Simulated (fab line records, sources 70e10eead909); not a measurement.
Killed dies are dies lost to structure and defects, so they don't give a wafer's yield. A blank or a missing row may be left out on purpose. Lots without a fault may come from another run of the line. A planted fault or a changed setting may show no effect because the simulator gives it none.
fab line records | flow nand_harc | part 1 of 2: steps 1 to 3 of 6
record lots=22 wafers=66 last_day=33
route steps=1302 shown P_M0@283 P_M1@299 P_BONDPAD@368 A_ZERO_WELL@403
lots that met no fault: from a run of the same line without faults
start_h: hours from the record's first day to the start of the lot's first wafer shown | wait_h: hours since the lot's step before | " the same as in the row above | L1.1+2: a row that stands for several wafers | - no value, or no start given | * or withheld: withheld | < > ~ a bound
route shown NAME@n: a module of which the file shows steps, and the number in the route of the first | usual: mean/standard deviation of fault-free wafers | same: alike in all rows | chamber/n: place in a boat | sites: the reading at each site | _std_site: their standard deviation | _edge_site: outer sites' mean less inner sites' | radius_mm: how far each site lies from the wafer's centre | mask NAME#n: copy n | behind: the tool/chamber that last shaped the wafer | hold: why the lot was held/for how many hours/how that ended | device: the transistor (n, p or np) that didn't switch | end of line: the same wafers' tests at the end of the route | a step without rows: its recipe alone | killed: dies lost to structure and defects at the first sort, not the wafer's yield | map: a wafer's dies, x killed, . not, _ none there
set.NAME: the setting as run; set.NAME@STEP: as run at that earlier step | model.NAME: the simulator's own value behind a step, which no gauge read
steps of the route over a sample of lots; a table a step, a row a wafer
services: from which hour (start_h, from the record's first day; less than 0 if before it) a tool's chamber was out of use, for how many hours, and why
## steps
# step NHARC_P_M0_PRE_CLEAN_31
# recipe time_s=12 temp_c=370 rf_power_w=300 gas=NH3
# usual heater_power_w=645/76 rf_fwd_power_W=292.5/0.91
# columns lot.wafer tool chamber start_h wait_h heater_power_w rf_fwd_power_W since_wet_clean_h
L074.1 pecvd-03 1 123.48 0.1 521 293.2 106
L074.2 " 2 " " 756 292.4 106
L074.5 " 0 " " 715 290.6 -
L075.3 pecvd-03 1 136.54 0.1 565 293.3 120
L075.2 " 0 " " 715 291.5 120
L075.5 " 2 " " 618 292.7 -
L076.3 pecvd-04 2 148.47 0.1 725 293.7 47
L076.5 " 1 " " 596 293.4 -
L076.6 " 2 " " 706 292.4 -
L077.3 pecvd-01 1 156.10 0.1 617 292.9 13
L077.5 " 2 " " 644 292.8 -
L077.4 " 1 " " 592 292.2 -
L079.1 pecvd-04 2 174.48 0.1 699 294.5 73
L079.4 " 1 " " 618 292.5 -
L079.6 " 2 " " 738 293.1 -
L080.2 pecvd-01 0 192.41 0.1 688 293.1 49
L080.6 " 0 " " 685 292.9 -
L080.4 " 1 " " 637 291.9 -
L081.1 pecvd-01 0 198.22 0.1 682 291.9 55
L081.2 " 1 " " 605 292.0 55
L081.3 " 2 " " 612 293.0 55
L082.3 pecvd-04 0 204.63 0.1 694 293.0 103
L082.1 " 2 " " 806 291.5 103
L082.6 " 0 " " 683 293.6 -
L083.3 pecvd-01 0 215.36 0.1 577 292.5 72
L083.4 " 1 " " 572 293.0 -
L083.5 " 0 " " 576 292.4 -
L084.2 pecvd-01 2 232.51 0.1 578 292.9 89
L084.6 " 1 " " 526 292.2 -
L084.5 " 2 " " 597 293.1 -
L085.1 pecvd-03 0 237.84 0.1 741 294.1 40
L085.3 " 1 " " 493 293.8 40
L085.6 " 1 " " 481 293.5 -
L086.2 pecvd-01 2 241.75 0.1 702 292.1 99
L086.1 " 0 " " 615 291.5 99
L086.5 " 2 " " 703 291.1 -
L087.5 pecvd-04 2 249.21 0.1 687 291.5 -
L087.6 " 0 " " 664 293.2 -
L087.4 " 1 " " 598 293.0 -
L089.3 pecvd-04 0 268.97 0.1 711 292.9 168
L089.2 " 1 " " 571 292.4 168
L089.1 " 2 " " 716 293.6 168
L088.2 pecvd-01 2 269.69 0.1 647 294.5 127
L088.6 " 0 " " 704 292.4 -
L088.5 " 1 " " 559 292.7 -
L090.1 pecvd-01 0 284.86 0.1 682 293.6 142
L090.5 " 2 " " 707 293.7 -
L090.4 " 0 " " 698 293.0 -
L091.2 pecvd-03 0 292.88 0.1 678 292.3 95
L091.4 " 1 " " 444 293.6 -
L091.5 " 2 " " 715 292.5 -
L092.1 pecvd-03 1 309.76 0.1 518 292.9 112
L092.6 " 1 " " 511 292.6 -
L092.5 " 2 " " 671 291.3 -
L093.1 pecvd-03 2 310.70 0.1 743 292.6 113
L093.2 " 0 " " 677 293.7 113
L093.5 " 0 " " 673 291.8 -
L094.2 pecvd-03 1 325.12 0.1 489 292.9 127
L094.1 " 2 " " 723 292.3 127
L094.5 " 2 " " 735 292.5 -
L095.1 pecvd-04 1 337.49 0.1 601 292.1 55
L095.2 " 2 " " 823 292.9 55
L095.5 " 2 " " 825 292.2 -
L097.3 pecvd-04 1 354.47 0.1 641 293.3 72
L097.1 " 2 " " 789 292.1 72
L097.6 " 2 " " 806 291.8 -
# step NHARC_P_M1_ETCH_35
# recipe target_depth_a=400 overetch_a=120 time_s=43.94 ion_energy_ev=200 n2_flow_sccm=150 h2_flow_sccm=150 ar_flow_sccm=0 rf_w=400 bias_w=150 chemistry=N2/H2
# usual drypump_motor_current_A=5.7/0.5 oes_product_au=0.999/0.0094 rf_fwd_power_W=395.3/1.7 rf_vpp_V=430.7/2.8 showerhead_plenum_p_Torr=2.05/0.1 throttle_valve_pct=14.172/0.0092
# columns lot.wafer tool chamber start_h wait_h drypump_motor_current_A oes_product_au rf_fwd_power_W rf_hours_counter_h rf_vpp_V showerhead_plenum_p_Torr throttle_valve_pct
L074.2 rie_diel-02 0 124.95 0.1 5.8 1.004 393.9 3 435.2 2.21 14.173
L074.1 " 2 " " 5.2 1.006 396.0 4 431.8 2.10 14.166
L074.5 " 0 " " 5.8 1.010 395.8 - 434.5 2.21 14.170
L075.2 rie_diel-05 3 138.22 0.1 6.3 0.989 391.7 9 426.2 1.89 14.174
L075.3 " 0 " " 5.4 1.004 395.9 9 431.7 2.11 14.188
L075.5 " 0 " " 5.3 0.993 396.4 - 431.6 2.11 14.162
L076.3 rie_diel-04 0 150.07 0.1 6.4 0.992 399.1 48 430.1 2.08 14.180
L076.6 " 0 " " 6.5 0.999 396.8 - 430.6 2.08 14.173
L076.5 " 1 " " 5.8 1.025 394.3 - 429.6 2.05 14.167
L077.3 rie_diel-05 3 157.70 0.1 6.3 0.985 393.4 11 426.9 1.89 14.163
L077.5 " 1 " " 6.3 0.995 396.5 - 431.8 2.06 14.176
L077.4 " 3 " " 6.3 0.982 395.7 - 427.5 1.89 14.166
L079.4 rie_diel-02 2 176.06 0.1 5.2 1.002 395.5 7 432.1 2.09 14.164
L079.1 " 0 " " 5.8 1.006 397.2 7 434.5 2.20 14.168
L079.6 " 1 " " 5.1 0.993 395.7 - 425.7 1.90 14.167
L080.4 rie_diel-02 3 193.99 0.1 5.1 1.005 395.6 9 432.0 2.13 14.173
L080.2 " 1 " " 5.1 1.004 395.3 9 426.5 1.90 14.176
L080.6 " 3 " " 5.1 1.000 396.5 - 434.4 2.13 14.172
L081.3 rie_diel-02 2 199.82 0.1 5.2 0.992 393.8 9 432.1 2.09 14.157
L081.1 " 0 " " 5.8 1.001 396.9 8 434.4 2.20 14.173
L081.2 " 1 " " 5.1 0.995 394.9 10 427.9 1.90 14.176
L082.1 rie_diel-05 0 206.21 0.1 5.3 0.984 396.2 14 432.1 2.11 14.168
L082.3 " 1 " " 6.3 0.989 397.1 13 431.1 2.06 14.174
L082.6 " 0 " " 5.3 0.999 394.7 - 432.6 2.11 14.175
L083.3 rie_diel-05 2 216.83 0.1 5.8 0.991 396.5 7 432.8 2.14 14.186
L083.4 " 0 " " 5.3 0.994 396.2 - 432.0 2.11 14.170
L083.5 " 2 " " 5.8 1.003 396.3 - 433.3 2.14 14.178
L084.2 rie_diel-02 3 234.10 0.1 5.1 1.008 397.9 1 433.6 2.13 14.177
L084.5 " 0 " " 5.8 0.999 398.4 - 434.8 2.20 14.168
L084.6 " 1 " " 5.1 1.008 393.9 - 426.8 1.90 14.157
L085.3 rie_diel-02 1 239.44 0.1 5.1 1.008 396.4 1 427.9 1.90 14.174
L085.1 " 2 " " 5.2 1.002 395.7 1 430.2 2.09 14.176
L085.6 " 0 " " 5.8 0.990 396.6 - 435.0 2.20 14.171
L086.2 rie_diel-05 1 243.35 0.1 6.3 1.001 394.0 0 431.0 2.06 14.167
L086.1 " 2 " " 5.7 1.002 395.8 0 433.3 2.14 14.175
L086.5 " 1 " " 6.3 0.991 394.0 - 431.8 2.06 14.175
L087.4 rie_diel-05 1 250.65 0.1 6.3 0.984 395.0 0 431.5 2.06 14.169
L087.6 " 3 " " 6.3 0.990 393.1 - 427.1 1.89 14.168
L087.5 " 0 " " 5.3 1.001 393.8 - 431.1 2.11 14.181
L089.2 rie_diel-05 3 270.47 0.1 6.3 0.997 393.0 2 425.4 1.89 14.174
L089.3 " 0 " " 5.3 1.004 393.4 3 432.6 2.11 14.167
L089.1 " 1 " " 6.3 0.993 393.1 3 431.6 2.06 14.183
L088.2 rie_diel-05 3 271.27 0.1 6.3 1.001 393.2 2 425.9 1.89 14.162
L088.6 " 3 " " 6.3 1.000 393.3 - 426.4 1.89 14.163
L088.5 " 0 " " 5.3 1.008 395.0 - 432.3 2.11 14.184
L090.4 rie_diel-02 3 286.45 0.1 5.0 1.014 397.5 5 434.1 2.13 14.187
L090.1 " 0 " " 5.8 0.998 396.2 4 434.7 2.20 14.186
L090.5 " 2 " " 5.2 0.998 396.2 - 432.8 2.09 14.172
L091.2 rie_diel-02 3 294.45 0.1 5.1 0.996 398.3 6 434.0 2.13 14.186
L091.4 " 2 " " 5.2 1.004 395.0 6 432.6 2.09 14.162
L091.5 " 0 " " 5.8 0.988 396.8 - 435.5 2.20 14.165
L092.1 rie_diel-04 3 311.38 0.1 5.6 0.985 393.2 41 427.3 1.93 14.167
L092.5 " 0 " " 6.5 1.003 396.5 - 430.8 2.06 14.167
L092.6 " 1 " " 5.8 0.995 394.4 - 430.6 2.03 14.161
L093.2 rie_diel-05 3 312.29 0.1 6.3 0.996 390.9 5 427.7 1.89 14.176
L093.1 " 2 " " 5.8 0.986 397.6 5 432.7 2.13 14.169
L093.5 " 0 " " 5.3 1.003 395.3 - 433.6 2.11 14.198
L094.1 rie_diel-02 2 326.57 0.1 5.2 1.004 396.0 8 432.6 2.09 14.177
L094.2 " 3 " " 5.1 1.024 395.6 7 432.4 2.13 14.161
L094.5 " 2 " " 5.2 1.003 397.4 - 430.2 2.09 14.164
L095.2 rie_diel-04 1 339.10 0.1 5.9 0.996 394.8 58 429.8 2.02 14.164
L095.1 " 2 " " 6.7 1.012 395.5 54 428.4 1.94 14.168
L095.5 " 0 " " 6.5 1.008 397.0 - 430.9 2.05 14.177
L097.1 rie_diel-05 0 355.96 0.1 5.3 1.010 393.9 9 433.7 2.10 14.158
L097.3 " 3 " " 6.3 0.992 392.7 9 427.5 1.89 14.163
L097.6 " 1 " " 6.3 1.007 395.9 - 430.7 2.06 14.183
# step NHARC_P_BONDPAD_ETCH_37
# recipe target_depth_a=600 overetch_a=180 time_s=65.91 ion_energy_ev=200 n2_flow_sccm=150 h2_flow_sccm=150 ar_flow_sccm=0 rf_w=400 bias_w=150 chemistry=N2/H2
# usual drypump_motor_current_A=5.4/0.41 oes_product_au=0.995/0.0087 rf_fwd_power_W=395.6/1.5 rf_vpp_V=429.8/2.7 showerhead_plenum_p_Torr=2.01/0.085 throttle_valve_pct=14.171/0.0089
# columns lot.wafer tool chamber start_h wait_h drypump_motor_current_A oes_product_au rf_fwd_power_W rf_hours_counter_h rf_vpp_V showerhead_plenum_p_Torr throttle_valve_pct
L074.2 rie_diel-01 3 134.14 0.1 5.4 1.007 396.7 2.9 429.9 1.96 14.177
L074.1 " 0 " " 5.1 1.000 394.1 2.7 429.9 2.02 14.164
L074.5 " 2 " " 5.7 0.991 393.7 - 430.6 2.08 14.164
L075.3 rie_diel-07 1 147.67 0.1 6.4 0.996 396.3 1.0 433.4 2.10 14.171
L075.2 " 3 " " 6.2 1.003 396.4 0.8 428.7 1.91 14.162
L075.5 " 1 " " 6.4 0.993 396.2 - 432.8 2.10 14.173
L076.3 rie_diel-13 0 158.81 0.1 5.8 0.998 394.7 9.1 428.8 2.01 14.188
L076.6 " 0 " " 5.8 1.000 395.9 - 429.3 2.01 14.167
L076.5 " 1 " " 4.7 0.988 392.3 - 428.2 1.91 14.170
L077.3 rie_diel-01 0 166.33 0.1 5.1 1.003 396.4 3.6 430.8 2.02 14.176
L077.4 " 3 " " 5.4 1.007 395.8 - 427.4 1.96 14.177
L077.5 " 1 " " 5.2 1.001 396.5 - 427.9 1.91 14.175
L079.4 rie_diel-01 3 184.93 0.1 5.3 1.006 397.6 4.4 428.0 1.96 14.164
L079.1 " 0 " " 5.1 0.994 396.4 4.2 430.3 2.02 14.163
L079.6 " 2 " " 5.7 0.979 393.9 - 430.9 2.08 14.173
L080.4 rie_diel-13 2 202.75 0.1 4.9 1.001 396.5 0.1 432.1 2.09 14.162
L080.2 " 1 " " 4.8 1.006 393.0 1.4 427.4 1.91 14.159
L080.6 " 3 " " 5.5 0.988 395.3 - 434.0 2.17 14.172
L081.1 rie_diel-13 1 208.44 0.1 4.7 0.999 392.6 1.4 425.5 1.91 14.164
L081.2 " 2 " " 4.9 1.004 396.0 0.2 432.8 2.09 14.182
L081.3 " 0 " " 5.7 0.993 394.5 1.2 428.7 2.01 14.168
L082.1 rie_diel-01 2 215.08 0.1 5.7 0.985 394.7 0.0 432.8 2.08 14.188
L082.3 " 3 " " 5.3 0.996 397.5 0.0 428.4 1.96 14.171
L082.6 " 2 " " 5.7 0.983 396.6 - 431.6 2.08 14.169
L083.3 rie_diel-01 2 225.53 0.1 5.7 0.993 396.7 0.1 432.3 2.08 14.164
L083.4 " 3 " " 5.4 1.017 396.3 0.1 428.3 1.96 14.180
L083.5 " 1 " " 5.1 0.989 393.4 - 427.0 1.91 14.156
L084.2 rie_diel-01 3 242.81 0.1 5.3 0.999 395.7 0.9 428.1 1.96 14.180
L084.6 " 2 " " 5.7 0.997 395.3 - 431.1 2.08 14.175
L084.5 " 3 " " 5.3 1.002 396.5 - 428.7 1.96 14.175
L085.3 rie_diel-07 0 248.26 0.1 5.8 0.999 395.0 6.1 434.2 2.15 14.167
L085.1 " 1 " " 6.4 0.992 396.5 6.2 433.0 2.10 14.185
L085.6 " 2 " " 5.8 0.996 395.2 - 428.2 1.96 14.168
L086.1 rie_diel-13 0 252.39 0.1 5.7 0.988 394.7 3.0 429.6 2.01 14.174
L086.2 " 1 " " 4.7 0.990 394.8 3.3 426.1 1.91 14.167
L086.5 " 0 " " 5.7 1.001 393.6 - 429.0 2.01 14.173
L087.4 rie_diel-01 0 259.26 0.1 5.1 0.992 394.6 1.0 431.2 2.01 14.161
L087.5 " 3 " " 5.4 0.999 398.1 - 429.6 1.96 14.141
L087.6 " 0 " " 5.1 0.999 394.6 - 430.1 2.01 14.181
L089.1 rie_diel-13 3 279.25 0.1 5.5 0.987 395.2 4.5 433.6 2.17 14.168
L089.2 " 1 " " 4.7 0.995 392.2 5.5 427.4 1.91 14.163
L089.3 " 2 " " 4.9 0.997 395.4 2.5 431.7 2.09 14.166
L088.2 rie_diel-07 3 280.03 0.1 6.2 1.000 397.7 7.4 426.9 1.91 14.174
L088.5 " 3 " " 6.2 1.005 399.2 - 424.7 1.91 14.185
L088.6 " 0 " " 5.8 1.012 395.1 - 434.7 2.15 14.189
L090.1 rie_diel-01 1 295.16 0.1 5.2 1.004 396.9 2.0 426.6 1.91 14.155
L090.4 " 0 " " 5.1 0.989 395.8 2.1 429.1 2.01 14.167
L090.5 " 1 " " 5.2 1.003 394.5 - 427.3 1.91 14.164
L091.2 rie_diel-01 2 303.09 0.1 5.7 0.982 393.8 2.5 432.9 2.08 14.157
L091.4 " 3 " " 5.4 0.993 399.1 2.5 428.1 1.96 14.188
L091.5 " 2 " " 5.7 0.986 395.2 - 431.1 2.08 14.165
L092.1 rie_diel-01 1 319.98 0.1 5.1 1.001 396.8 2.6 426.5 1.91 14.174
L092.6 " 3 " " 5.4 0.994 395.6 - 429.8 1.96 14.172
L092.5 " 0 " " 5.1 1.005 394.8 - 428.3 2.01 14.164
L093.1 rie_diel-01 1 320.84 0.1 5.2 1.001 397.0 2.6 427.4 1.91 14.159
L093.2 " 2 " " 5.7 0.992 394.7 3.0 431.5 2.08 14.170
L093.5 " 2 " " 5.7 0.984 396.0 - 430.9 2.08 14.176
L094.1 rie_diel-07 1 335.40 0.1 6.4 1.001 393.8 0.8 432.8 2.10 14.164
L094.2 " 2 " " 5.8 1.004 397.2 1.5 429.5 1.96 14.165
L094.5 " 0 " " 5.8 0.998 394.5 - 433.2 2.15 14.163
L095.1 rie_diel-01 0 348.09 0.1 5.1 1.005 396.7 2.8 430.4 2.01 14.154
L095.2 " 3 " " 5.4 0.988 396.2 3.9 427.0 1.96 14.168
L095.5 " 0 " " 5.1 0.996 394.5 - 429.1 2.01 14.172
L097.3 rie_diel-13 1 365.54 0.1 4.7 0.997 393.0 2.2 426.9 1.90 14.184
L097.1 " 3 " " 5.5 0.988 397.5 1.7 434.6 2.17 14.173
L097.6 " 1 " " 4.8 1.002 394.4 - 426.6 1.91 14.183
